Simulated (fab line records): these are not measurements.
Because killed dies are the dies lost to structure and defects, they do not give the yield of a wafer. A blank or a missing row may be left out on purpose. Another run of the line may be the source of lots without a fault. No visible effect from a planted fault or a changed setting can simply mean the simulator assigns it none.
Split-lot trial / flow n5 finfet / route with 1938 steps; 7 lots, 21 wafers read

SPLIT DETAILS
At N5_BEOL_M6_EXPOSE_25 (exposes mask V5, target cd 40 nm), the setting dose mj was moved away from the recipe's 45 on 6 of the 21 wafers read, by -6.4% to +6.7%. All remaining wafers had this setting at the recipe value.

FROM THE SPLIT TO THE READING: what the file shows between them, 2 steps
- N5_BEOL_M6_PEB_26: peb time 60 s
- N5_BEOL_M6_DEVELOP_27: develop time 30 s

THE READING
cd nm (nm) at N5_BEOL_M6_CD_MEAS_28, where the cd target is 40 nm. On this fab line, fault-free wafers typically give 40.01 nm with a standard deviation of 0.2 nm.

wafer=L076.3; tool, chamber at the split=euv scanner-01, 0; dose mj as run=48.03; against the recipe=+6.7%; cd nm, nm=41.44; against lot-mates on the recipe=+1.28
wafer=L076.4; tool, chamber at the split=euv scanner-01, 0; dose mj as run=48.03; against the recipe=+6.7%; cd nm, nm=41.32; against lot-mates on the recipe=+1.16
wafer=L076.6; tool, chamber at the split=euv scanner-01, 0; dose mj as run=45; against the recipe=recipe; cd nm, nm=40.16; against lot-mates on the recipe=-
wafer=L075.1; tool, chamber at the split=euv scanner-01, 0; dose mj as run=45; against the recipe=recipe; cd nm, nm=40.00; against lot-mates on the recipe=-
wafer=L075.2; tool, chamber at the split=euv scanner-01, 0; dose mj as run=45; against the recipe=recipe; cd nm, nm=40.40; against lot-mates on the recipe=-
wafer=L075.5; tool, chamber at the split=euv scanner-01, 0; dose mj as run=45; against the recipe=recipe; cd nm, nm=40.13; against lot-mates on the recipe=-
wafer=L084.1; tool, chamber at the split=euv scanner-02, 0; dose mj as run=45; against the recipe=recipe; cd nm, nm=39.73; against lot-mates on the recipe=-
wafer=L084.3; tool, chamber at the split=euv scanner-02, 0; dose mj as run=45; against the recipe=recipe; cd nm, nm=40.01; against lot-mates on the recipe=-
wafer=L084.4; tool, chamber at the split=euv scanner-02, 0; dose mj as run=42.75; against the recipe=-5.0%; cd nm, nm=38.96; against lot-mates on the recipe=-0.91
wafer=L082.1; tool, chamber at the split=euv scanner-01, 0; dose mj as run=45; against the recipe=recipe; cd nm, nm=39.93; against lot-mates on the recipe=-
wafer=L082.4; tool, chamber at the split=euv scanner-01, 0; dose mj as run=42.1; against the recipe=-6.4%; cd nm, nm=38.52; against lot-mates on the recipe=-1.50
wafer=L082.6; tool, chamber at the split=euv scanner-01, 0; dose mj as run=45; against the recipe=recipe; cd nm, nm=40.11; against lot-mates on the recipe=-
wafer=L086.2; tool, chamber at the split=euv scanner-01, 0; dose mj as run=45; against the recipe=recipe; cd nm, nm=40.12; against lot-mates on the recipe=-
wafer=L086.3; tool, chamber at the split=euv scanner-01, 0; dose mj as run=46.04; against the recipe=+2.3%; cd nm, nm=40.47; against lot-mates on the recipe=+0.34
wafer=L086.6; tool, chamber at the split=euv scanner-01, 0; dose mj as run=45; against the recipe=recipe; cd nm, nm=40.14; against lot-mates on the recipe=-
wafer=L091.3; tool, chamber at the split=euv scanner-02, 0; dose mj as run=45; against the recipe=recipe; cd nm, nm=40.14; against lot-mates on the recipe=-
wafer=L091.4; tool, chamber at the split=euv scanner-02, 0; dose mj as run=45; against the recipe=recipe; cd nm, nm=40.14; against lot-mates on the recipe=-
wafer=L091.6; tool, chamber at the split=euv scanner-02, 0; dose mj as run=43.15; against the recipe=-4.1%; cd nm, nm=39.21; against lot-mates on the recipe=-0.93
wafer=L096.1; tool, chamber at the split=euv scanner-02, 0; dose mj as run=45; against the recipe=recipe; cd nm, nm=40.33; against lot-mates on the recipe=-
wafer=L096.4; tool, chamber at the split=euv scanner-02, 0; dose mj as run=45; against the recipe=recipe; cd nm, nm=39.84; against lot-mates on the recipe=-
wafer=L096.5; tool, chamber at the split=euv scanner-02, 0; dose mj as run=45; against the recipe=recipe; cd nm, nm=40.27; against lot-mates on the recipe=-

FIT RESULTS
A straight line over all 21 wafers: cd nm changes by +0.21 nm for each +1% of dose mj; r = +0.97; the points scatter about the line by 0.17 nm.
The same after taking each lot's own level away (the mean of its wafers on the recipe; 21 wafers): +0.196 nm for each +1%; r = +0.97; scatter 0.14 nm.
That fit puts the effect of the largest move of dose mj on the reading at 1.3 nm.
From 39.870 to 40.177 nm: that is the span of the lots' own levels, equal to 1.5 times the standard deviation above.
So the lot-to-lot level changes the slope little: the two slopes agree.
Check: for one of the wafers moved furthest among these (+6.7%), held out of the fit, the line's prediction against its lot-mates is +1.3 nm. Against them it came out at +1.28 nm.

OTHER SPLITS ON THESE WAFERS
These wafers also went through other splits before the reading. Each is held against what the fit with the lots' levels taken away leaves over:
other split on the same wafers=N5_BEOL_M5_HM_DEP_02 target thk a; wafers away from the commonest value=9; r with cd nm (lot level and that fit taken away)=-0.05
other split on the same wafers=N5_BEOL_M5_SPUTTER_81 time s; wafers away from the commonest value=10; r with cd nm (lot level and that fit taken away)=-0.04

THE WHOLE CHAIN: every reading that the file lists as answering this split, in the file's order
step=N5_BEOL_M6_CD_MEAS_28; what it does=target cd 40 nm; reading=cd nm; change (the file's fit)=+0.202 nm for each +1% of the setting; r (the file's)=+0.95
step=N5_BEOL_M6_DESCUM_33; what it does=chemistry O2, time 7 s; reading=BEOL_M6.cd nm (the simulator's own value, which no gauge read); change (the file's fit)=+0.241 nm for each +1% of the setting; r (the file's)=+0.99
step=N5_BEOL_M6_ETCH_72; what it does=etches underlayer in N2/H2, target depth 6.5 nm, time 5.2 s; reading=BEOL_M6.cd nm (the simulator's own value, which no gauge read); change (the file's fit)=+0.246 nm for each +1% of the setting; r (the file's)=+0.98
step=N5_BEOL_M6_ETCH_65; what it does=etches SiARC in CF4, target depth 15.6 nm, time 26 s; reading=BEOL_M6.cd nm (the simulator's own value, which no gauge read); change (the file's fit)=+0.261 nm for each +1% of the setting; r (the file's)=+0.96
step=N5_BEOL_M6_VIA_ETCH_34; what it does=etches SiCOH lowk in C4F6/O2, target depth 126.3 nm, time 50.9 s; reading=BEOL_M6.cd nm (the simulator's own value, which no gauge read); change (the file's fit)=+0.283 nm for each +1% of the setting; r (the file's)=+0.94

FILE'S OWN FIT
cd nm changes by +0.202 nm for each +1% of dose mj, r = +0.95.
